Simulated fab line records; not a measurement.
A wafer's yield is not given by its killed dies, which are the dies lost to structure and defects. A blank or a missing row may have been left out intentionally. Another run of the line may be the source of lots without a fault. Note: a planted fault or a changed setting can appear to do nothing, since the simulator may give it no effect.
Split-lot trial / flow n5_finfet / 39 wafers read from 7 lots, route of 1938 steps

## THE SPLIT
At N5_SD_EPI_P_ETCH_16 (etches SiO2 in CHF3/O2, target depth 5 nm), the setting target_depth_a was moved away from the recipe's 50 angstrom on 12 of the 39 wafers read, by -40.1% to +56.7%. For the rest of the wafers, this setting stayed at what the recipe calls for.

The reading comes from the split's own step.

## THE READING
etch.depth_nm (the simulator's own value, which no gauge read), in nm, at N5_SD_EPI_P_ETCH_16 (etches SiO2 in CHF3/O2, target depth 5 nm). The file gives no usual value for it. Here, 27 wafers ran the recipe; their average is 4.988 nm with a standard deviation of 0.083 nm.

wafer=L074.1; tool, chamber at the split=rie_diel-01, 2; target_depth_a as run, angstrom=50; against the recipe=recipe; etch.depth_nm, nm=5.027; against lot-mates on the recipe=-
wafer=L074.2; tool, chamber at the split=rie_diel-01, 1; target_depth_a as run, angstrom=62.47; against the recipe=+24.9%; etch.depth_nm, nm=6.065; against lot-mates on the recipe=+1.040
wafer=L074.3; tool, chamber at the split=rie_diel-01, 0; target_depth_a as run, angstrom=50; against the recipe=recipe; etch.depth_nm, nm=5.016; against lot-mates on the recipe=-
wafer=L074.4; tool, chamber at the split=rie_diel-01, 3; target_depth_a as run, angstrom=50; against the recipe=recipe; etch.depth_nm, nm=5.032; against lot-mates on the recipe=-
wafer=L074.5; tool, chamber at the split=rie_diel-01, 0; target_depth_a as run, angstrom=62.47; against the recipe=+24.9%; etch.depth_nm, nm=6.226; against lot-mates on the recipe=+1.201
wafer=L074.6; tool, chamber at the split=rie_diel-01, 3; target_depth_a as run, angstrom=62.47; against the recipe=+24.9%; etch.depth_nm, nm=6.292; against lot-mates on the recipe=+1.267
wafer=L077.2; tool, chamber at the split=rie_diel-05, 1; target_depth_a as run, angstrom=50; against the recipe=recipe; etch.depth_nm, nm=5.047; against lot-mates on the recipe=-
wafer=L077.4; tool, chamber at the split=rie_diel-05, 0; target_depth_a as run, angstrom=50; against the recipe=recipe; etch.depth_nm, nm=4.963; against lot-mates on the recipe=-
wafer=L077.6; tool, chamber at the split=rie_diel-05, 1; target_depth_a as run, angstrom=50; against the recipe=recipe; etch.depth_nm, nm=5.064; against lot-mates on the recipe=-
wafer=L079.1; tool, chamber at the split=rie_diel-05, 1; target_depth_a as run, angstrom=50; against the recipe=recipe; etch.depth_nm, nm=5.076; against lot-mates on the recipe=-
wafer=L079.2; tool, chamber at the split=rie_diel-05, 2; target_depth_a as run, angstrom=50; against the recipe=recipe; etch.depth_nm, nm=5.02; against lot-mates on the recipe=-
wafer=L079.3; tool, chamber at the split=rie_diel-05, 0; target_depth_a as run, angstrom=50; against the recipe=recipe; etch.depth_nm, nm=4.982; against lot-mates on the recipe=-
wafer=L079.4; tool, chamber at the split=rie_diel-05, 3; target_depth_a as run, angstrom=78.36; against the recipe=+56.7%; etch.depth_nm, nm=7.883; against lot-mates on the recipe=+2.857
wafer=L079.5; tool, chamber at the split=rie_diel-05, 2; target_depth_a as run, angstrom=78.36; against the recipe=+56.7%; etch.depth_nm, nm=7.917; against lot-mates on the recipe=+2.891
wafer=L079.6; tool, chamber at the split=rie_diel-05, 1; target_depth_a as run, angstrom=78.36; against the recipe=+56.7%; etch.depth_nm, nm=7.948; against lot-mates on the recipe=+2.922
wafer=L081.1; tool, chamber at the split=rie_diel-06, 2; target_depth_a as run, angstrom=50; against the recipe=recipe; etch.depth_nm, nm=5.094; against lot-mates on the recipe=-
wafer=L081.2; tool, chamber at the split=rie_diel-06, 3; target_depth_a as run, angstrom=50; against the recipe=recipe; etch.depth_nm, nm=4.972; against lot-mates on the recipe=-
wafer=L081.3; tool, chamber at the split=rie_diel-06, 1; target_depth_a as run, angstrom=50; against the recipe=recipe; etch.depth_nm, nm=4.943; against lot-mates on the recipe=-
wafer=L081.4; tool, chamber at the split=rie_diel-06, 0; target_depth_a as run, angstrom=50; against the recipe=recipe; etch.depth_nm, nm=4.902; against lot-mates on the recipe=-
wafer=L081.5; tool, chamber at the split=rie_diel-06, 2; target_depth_a as run, angstrom=50; against the recipe=recipe; etch.depth_nm, nm=5.091; against lot-mates on the recipe=-
wafer=L081.6; tool, chamber at the split=rie_diel-06, 1; target_depth_a as run, angstrom=50; against the recipe=recipe; etch.depth_nm, nm=4.939; against lot-mates on the recipe=-
wafer=L084.1; tool, chamber at the split=rie_diel-06, 2; target_depth_a as run, angstrom=29.93; against the recipe=-40.1%; etch.depth_nm, nm=3.022; against lot-mates on the recipe=-1.893
wafer=L084.2; tool, chamber at the split=rie_diel-06, 0; target_depth_a as run, angstrom=29.93; against the recipe=-40.1%; etch.depth_nm, nm=2.917; against lot-mates on the recipe=-1.998
wafer=L084.3; tool, chamber at the split=rie_diel-06, 1; target_depth_a as run, angstrom=50; against the recipe=recipe; etch.depth_nm, nm=4.91; against lot-mates on the recipe=-
wafer=L084.4; tool, chamber at the split=rie_diel-06, 3; target_depth_a as run, angstrom=50; against the recipe=recipe; etch.depth_nm, nm=4.93; against lot-mates on the recipe=-
wafer=L084.5; tool, chamber at the split=rie_diel-06, 0; target_depth_a as run, angstrom=29.93; against the recipe=-40.1%; etch.depth_nm, nm=2.892; against lot-mates on the recipe=-2.023
wafer=L084.6; tool, chamber at the split=rie_diel-06, 1; target_depth_a as run, angstrom=50; against the recipe=recipe; etch.depth_nm, nm=4.904; against lot-mates on the recipe=-
wafer=L085.1; tool, chamber at the split=rie_diel-01, 1; target_depth_a as run, angstrom=70.24; against the recipe=+40.5%; etch.depth_nm, nm=6.788; against lot-mates on the recipe=+1.802
wafer=L085.2; tool, chamber at the split=rie_diel-01, 0; target_depth_a as run, angstrom=50; against the recipe=recipe; etch.depth_nm, nm=4.946; against lot-mates on the recipe=-
wafer=L085.3; tool, chamber at the split=rie_diel-01, 2; target_depth_a as run, angstrom=70.24; against the recipe=+40.5%; etch.depth_nm, nm=7.044; against lot-mates on the recipe=+2.058
wafer=L085.4; tool, chamber at the split=rie_diel-01, 3; target_depth_a as run, angstrom=50; against the recipe=recipe; etch.depth_nm, nm=4.984; against lot-mates on the recipe=-
wafer=L085.5; tool, chamber at the split=rie_diel-01, 2; target_depth_a as run, angstrom=50; against the recipe=recipe; etch.depth_nm, nm=5.027; against lot-mates on the recipe=-
wafer=L085.6; tool, chamber at the split=rie_diel-01, 1; target_depth_a as run, angstrom=70.24; against the recipe=+40.5%; etch.depth_nm, nm=6.769; against lot-mates on the recipe=+1.783
wafer=L094.1; tool, chamber at the split=rie_diel-01, 3; target_depth_a as run, angstrom=50; against the recipe=recipe; etch.depth_nm, nm=4.988; against lot-mates on the recipe=-
wafer=L094.2; tool, chamber at the split=rie_diel-01, 1; target_depth_a as run, angstrom=50; against the recipe=recipe; etch.depth_nm, nm=4.763; against lot-mates on the recipe=-
wafer=L094.3; tool, chamber at the split=rie_diel-01, 2; target_depth_a as run, angstrom=50; against the recipe=recipe; etch.depth_nm, nm=5.081; against lot-mates on the recipe=-
wafer=L094.4; tool, chamber at the split=rie_diel-01, 0; target_depth_a as run, angstrom=50; against the recipe=recipe; etch.depth_nm, nm=4.978; against lot-mates on the recipe=-
wafer=L094.5; tool, chamber at the split=rie_diel-01, 1; target_depth_a as run, angstrom=50; against the recipe=recipe; etch.depth_nm, nm=4.847; against lot-mates on the recipe=-
wafer=L094.6; tool, chamber at the split=rie_diel-01, 2; target_depth_a as run, angstrom=50; against the recipe=recipe; etch.depth_nm, nm=5.158; against lot-mates on the recipe=-

THE FIT
A straight line over all 39 wafers: etch.depth_nm changes by +0.0501 nm for each +1% of target_depth_a; r = +1.00; the points scatter about the line by 0.099 nm.
The same after taking each lot's own level away (the mean of its wafers on the recipe; 39 wafers): +0.0492 nm for each +1%; r = +1.00; scatter 0.092 nm.
On that fit, the largest move of target_depth_a shifts the reading by 2.8 nm.
Across the lots, their own levels run from 4.9147 to 5.0260 nm, a range of 1.3 times the standard deviation given above.
The two slopes are in agreement: the lot-to-lot level therefore moves the slope only a little.
Check: +2.77 nm against its lot-mates is what the line predicts for one of the wafers moved furthest among these (+56.7%) when that wafer is left out of the fit. It came out at +2.86 nm against them.

## THE FILE'S OWN FIT
etch.depth_nm changes by +0.0491 nm for each +1% of target_depth_a, r = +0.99.
